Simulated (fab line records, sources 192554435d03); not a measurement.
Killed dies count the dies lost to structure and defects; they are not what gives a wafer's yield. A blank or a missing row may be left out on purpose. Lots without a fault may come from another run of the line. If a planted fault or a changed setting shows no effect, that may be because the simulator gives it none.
Matching of chambers | flow n5 finfet | N5_MOL_CONTACT_COAG_ETCH_48 on rie diel-01: 4 sister chambers
The step etches SiOC in C4F6/O2, target depth 15 nm, overetch 4.5 nm, time 17 s. 16 wafers are shown with their chamber, then 8 later ones without.

== WAFERS PAIRED WITH THEIR CHAMBERS ==
wafer  | chamber | drypump motor current A (A) | rf vpp V (V) | throttle valve pct (%)
L075.2 | 2       | 5.0                         | 1605         | 40.3
L075.4 | 1       | 5.2                         | 1604         | 40.7
L075.6 | 0       | 6.4                         | 1613         | 40.2
L082.1 | 1       | 5.2                         | 1603         | 40.7
L082.2 | 3       | 5.3                         | 1628         | 40.6
L082.4 | 0       | 6.4                         | 1613         | 40.2
L084.1 | 3       | 5.3                         | 1626         | 40.6
L084.2 | 1       | 5.2                         | 1602         | 40.7
L084.6 | 3       | 5.3                         | 1627         | 40.6
L085.2 | 3       | 5.3                         | 1627         | 40.6
L085.3 | 0       | 6.3                         | 1613         | 40.2
L085.6 | 1       | 5.2                         | 1604         | 40.7
L087.1 | 0       | 6.4                         | 1613         | 40.3
L087.3 | 3       | 5.3                         | 1625         | 40.6
L087.6 | 3       | 5.3                         | 1625         | 40.6
L090.1 | 2       | 5.0                         | 1605         | 40.3

SIGNATURES, as means of the wafers listed above
reading                 | chamber 0 | chamber 1 | chamber 2 | chamber 3 | scatter within a chamber
drypump motor current A | 6.375     | 5.200     | 5.000     | 5.300     | 0.025
rf vpp V                | 1613.00   | 1603.25   | 1605.00   | 1626.33   | 0.917
throttle valve pct      | 40.225    | 40.700    | 40.300    | 40.600    | 0.025
Rule: for each reading, subtract the chamber's mean from the wafer's reading, divide by that reading's scatter and square the result; add these up over the readings and take the root, which gives the wafer's distance from the chamber. If the next closest chamber is less than 2 further off than the closest, the wafer can't be placed; otherwise it belongs to the closest. How the scatter is found: for the shown wafers, subtract from each reading the mean of its chamber, square and add these, divide the total by (wafers less chambers), then take the root.

== WAFERS WITH NO CHAMBER GIVEN ==
wafer  | drypump motor current A (A) | rf vpp V (V) | throttle valve pct (%)
L090.4 | 6.4                         | 1612         | 40.3
L090.5 | 4.9                         | 1605         | 40.3
L091.3 | 5.3                         | 1625         | 40.6
L091.5 | 5.4                         | 1625         | 40.6
L091.6 | 4.9                         | 1604         | 40.3
L094.1 | 5.2                         | 1603         | 40.8
L094.2 | 6.4                         | 1611         | 40.3
L094.5 | 4.9                         | 1604         | 40.3

== WHICH CHAMBER EACH ONE RAN IN ==
wafer  | from the rows above | in truth
L090.4 | 0                   | 0
L090.5 | 2                   | 2
L091.3 | 3                   | 3
L091.5 | 3                   | 3
L091.6 | 2                   | 2
L094.1 | 1                   | 1
L094.2 | 0                   | 0
L094.5 | 2                   | 2
Placed correctly: 8 of 8. From these rows, 0 cannot be placed. Wrongly placed: 0.
